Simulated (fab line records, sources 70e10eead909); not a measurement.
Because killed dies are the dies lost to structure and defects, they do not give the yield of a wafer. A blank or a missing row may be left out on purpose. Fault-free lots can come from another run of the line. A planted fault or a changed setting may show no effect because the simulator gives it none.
Chamber matching | flow nandHarc | NHARC_P_CONTACT_DEP_30 on pecvd-03 has 3 sister chambers
The step deposits SiNx, target thk 30 nm. 3 wafers are shown with their chamber, then 10 later ones without.

WAFERS WITH THEIR CHAMBER
wafer  | chamber | heaterPowerW (W)
L090.2 | 1       | 581
L091.2 | 2       | 668
L091.3 | 0       | 709

WAFERS WITH NO CHAMBER GIVEN
wafer  | heaterPowerW (W)
L091.6 | 594
L093.2 | 617
L093.5 | 607
L093.6 | 670
L096.1 | 754
L096.3 | 663
L096.4 | 759
L097.4 | 613
L097.5 | 746
L097.6 | 630

CHAMBER TAKEN BY EACH
wafer  | from the rows above          | in truth
L091.6 | can't be placed: 1 or 2      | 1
L093.2 | can't be placed: 1 or 2 or 0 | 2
L093.5 | can't be placed: 1 or 2      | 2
L093.6 | can't be placed: 2 or 0      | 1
L096.1 | can't be placed: 0 or 2      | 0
L096.3 | can't be placed: 2 or 0      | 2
L096.4 | can't be placed: 0 or 2      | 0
L097.4 | can't be placed: 1 or 2 or 0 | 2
L097.5 | can't be placed: 0 or 2      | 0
L097.6 | can't be placed: 2 or 1 or 0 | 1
Correct placement for 0 of the 10. Can't be placed from these rows: 10 (the true chamber is among the candidates in 9). Wrongly placed: 0.
How it was worked out, from the rows above alone: a wafer's distance from a chamber is the root of the sum, over the readings, of the square of ((its reading less the chamber's mean) divided by the reading's scatter). The wafer belongs to the nearest chamber; if the next one is less than 2 further off, it can't be placed. For every chamber, the mean is computed from those of its wafers that are shown. The scatter: root of mean squared gap, hidden wafer to nearest shown wafer, with one shown wafer a chamber.
